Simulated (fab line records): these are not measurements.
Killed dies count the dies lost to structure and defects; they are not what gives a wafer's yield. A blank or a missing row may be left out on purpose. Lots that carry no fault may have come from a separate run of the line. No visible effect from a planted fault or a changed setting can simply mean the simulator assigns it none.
Problem report in the 8D (eight disciplines) form, filled by code    flow n5-finfet    the parts of the form that need people (team, actions taken, sign-off) are left out

1. THE PROBLEM
rf-fwd-power-W at N5_BEOL_M2_ETCH_64 reads a mean of 634.0 W on 6 wafers of 2 lots; wafers without a fault read 836.2 W with a standard deviation of 2.6. That puts it -78 standard deviations away from the usual mean.
The step: etches SOC in N2/H2, target depth 75 nm, overetch 22.5 nm, time 121.9 s.
First observed at day 10 05:58: wafer L621.1, on rie-diel-02. The record has a number at this step for 12 wafers belonging to 4 lots. By rule, "out" or "out of limits" means more than 4 standard deviations away from the usual mean. The rest of the wafers with a number are treated as sound.

2. WHAT THIS IS AND IS NOT
question                     is                        is not
which readings at this step  rf-fwd-power-W, rf-vpp-V  drypump-motor-current-A, oes-product-au, showerhead-plenum-p-Torr, throttle-valve-pct
which lots                   L621, L625                L616, L631
which wafers of those lots   all that have a number    -
read on which tools          rie-diel-02               rie-diel-01
when                         from day 10 05:58         up to then (3 sound wafers); but 3 sound wafers of L631 came after

3. WHAT RULES OUT EACH SUSPECT
Counting: a tool at a process step up to the reading stays a suspect if it ran every lot that is out and no sound lot after the first of them.
- rie-diel-02 at N5_BEOL_M2_ETCH_64 (etches SOC in N2/H2, target depth 75 nm, overetch 22.5 nm, time 121.9 s): kept. Every lot that is out went through it, starting with L621 (day 10 05:58), and after that it ran no sound lot; the last sound lot it ran before then is L616 (day 8 10:30). Its own rf-fwd-power-W, rf-vpp-V readings are out on those wafers.
Left after counting: rie-diel-02 at N5_BEOL_M2_ETCH_64.

4. THE CAUSE (what the simulator had put in)
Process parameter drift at N5_BEOL_M2_ETCH_64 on rie-diel-02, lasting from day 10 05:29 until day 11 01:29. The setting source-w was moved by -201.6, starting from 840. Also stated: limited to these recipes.
The count eliminated every tool but this one.

5. THE EFFECT CHAIN, in route order
Each row: a reading where the mean over the struck wafers with a number is more than 3 standard deviations away from the usual. Only readings whose record carries a usual standard deviation are examined. hours: median over the lots of the time between each lot's start at the first step of this table that gives one and its start at this step. sigmas: the change, counted in usual standard deviations.
hours  step                reading         usual    on struck wafers  change  sigmas
0      N5_BEOL_M2_ETCH_64  rf-fwd-power-W  836.2 W  634.0             -202.2  -78
0      N5_BEOL_M2_ETCH_64  rf-vpp-V        525.0 V  575.5             +50.5   +23
The process steps in it:
- N5_BEOL_M2_ETCH_64: etches SOC in N2/H2, target depth 75 nm, overetch 22.5 nm, time 121.9 s.
At these later measuring or inspecting steps, every struck wafer for which the step has a row has a number for every such reading, and none has moved that far: N5_BEOL_M4_RC_MEAS_101.

6. WHAT WOULD HAVE CAUGHT IT SOONER
The fault began at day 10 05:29; the first out-of-limits reading in this record came at day 10 05:58, 0 hours later.
